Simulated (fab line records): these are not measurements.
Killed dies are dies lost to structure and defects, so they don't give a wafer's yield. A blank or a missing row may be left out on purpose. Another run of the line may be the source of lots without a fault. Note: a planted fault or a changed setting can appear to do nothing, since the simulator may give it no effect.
2 desks looking at one fault || flow n5Finfet || what lay behind the numbers comes last; until then each desk has only its own

== DESK OF THE TOOL OWNER: aldSin-01 ==
The tool's own readings at N5_BEOL_M0_SAQP_ALD_48 (deposits SiO2, target thk 20 nm, pulse time 1 s, co reactant pulse time 1 s): means of the sampled wafers that have a number, for each lot that ran on this tool. If a lot's mean is further than 4 standard deviations from the usual mean, the lot is out of limits and carries the mark OUT (the distance appears in the brackets).
Columns: A = heaterPowerW at N5_BEOL_M0_SAQP_ALD_48, usual 79 W; B = precursorPulseHeightRel at N5_BEOL_M0_SAQP_ALD_48, usual 1.001
{"lot": "L106", "first seen here": "day 5 21:09", "A": 70, "B": 1.021}
{"lot": "L109", "first seen here": "day 6 17:35", "A": 75, "B": 0.989}
{"lot": "L111", "first seen here": "day 7 00:42", "A": 65, "B": 0.980}
{"lot": "L121", "first seen here": "day 9 08:53", "A": 72, "B": 1.004}
{"lot": "L124", "first seen here": "day 10 11:56", "A": 68, "B": 1.025}
This desk found nothing out of limits on any of the 5 lots.

== THE METROLOGY DESK ==
What the gauges read for every lot (on any tool): the sampled wafers with a number, averaged. If a lot's mean is further than 4 standard deviations from the usual mean, the lot is out of limits and carries the mark OUT (the distance appears in the brackets). 7 of its 12 readings are shown, namely those furthest out on some lot.
Columns: A = DIBL_N at N5_BEOL_M4_RC_MEAS_101, usual 36.3 mV/V; B = DIBL_P at N5_BEOL_M4_RC_MEAS_101, usual 36.2 mV/V; C = IOFF_N at N5_BEOL_M4_RC_MEAS_101, usual 0.16 nA/um; D = IOFF_P at N5_BEOL_M4_RC_MEAS_101, usual 0.21 nA/um; E = ION_N at N5_BEOL_M4_RC_MEAS_101, usual 673 uA/um; F = VT_N at N5_BEOL_M4_RC_MEAS_101, usual 251 mV; G = VT_P at N5_BEOL_M4_RC_MEAS_101, usual -251 mV
{"lot": "L106", "first seen here": "day 5 17:55", "A": 37.2, "B": 36.8, "C": 0.15, "D": 0.22, "E": 675, "F": 252, "G": -253}
{"lot": "L108", "first seen here": "day 6 04:41", "A": 35.4, "B": 35.1, "C": 0.15, "D": 0.18, "E": 667, "F": 251, "G": -253}
{"lot": "L109", "first seen here": "day 6 15:06", "A": 37.9, "B": 38.1, "C": 0.18, "D": 0.26, "E": 672, "F": 251, "G": -246}
{"lot": "L110", "first seen here": "day 6 19:05", "A": 34.1, "B": 34.1, "C": 0.13, "D": 0.20, "E": 667, "F": 253, "G": -249}
{"lot": "L111", "first seen here": "day 6 20:41", "A": 39.8, "B": 39.6, "C": 0.25, "D": 0.28, "E": 682, "F": 245, "G": -247}
{"lot": "L121", "first seen here": "day 9 06:15", "A": 35.7, "B": 36.4, "C": 0.16, "D": 0.24, "E": 682, "F": 248, "G": -244}
{"lot": "L120", "first seen here": "day 9 19:34", "A": 35.1, "B": 34.0, "C": 0.14, "D": 0.18, "E": 659, "F": 252, "G": -251}
{"lot": "L124", "first seen here": "day 10 08:33", "A": 36.1, "B": 36.2, "C": 0.15, "D": 0.19, "E": 665, "F": 253, "G": -251}
{"lot": "L127", "first seen here": "day 10 22:49", "A": 36.1, "B": 35.4, "C": 0.13, "D": 0.17, "E": 663, "F": 253, "G": -254}
{"lot": "L128", "first seen here": "day 11 06:30", "A": 38.7, "B": 40.4, "C": 0.22, "D": 0.27, "E": 697, "F": 245, "G": -248}
This desk found nothing out of limits on any of the 10 lots.

== BROUGHT TOGETHER ==
The desk of the tool owner found nothing out of limits.
Metrology desk: nothing out of limits seen.

== WHAT THE SIMULATOR PUT IN ==
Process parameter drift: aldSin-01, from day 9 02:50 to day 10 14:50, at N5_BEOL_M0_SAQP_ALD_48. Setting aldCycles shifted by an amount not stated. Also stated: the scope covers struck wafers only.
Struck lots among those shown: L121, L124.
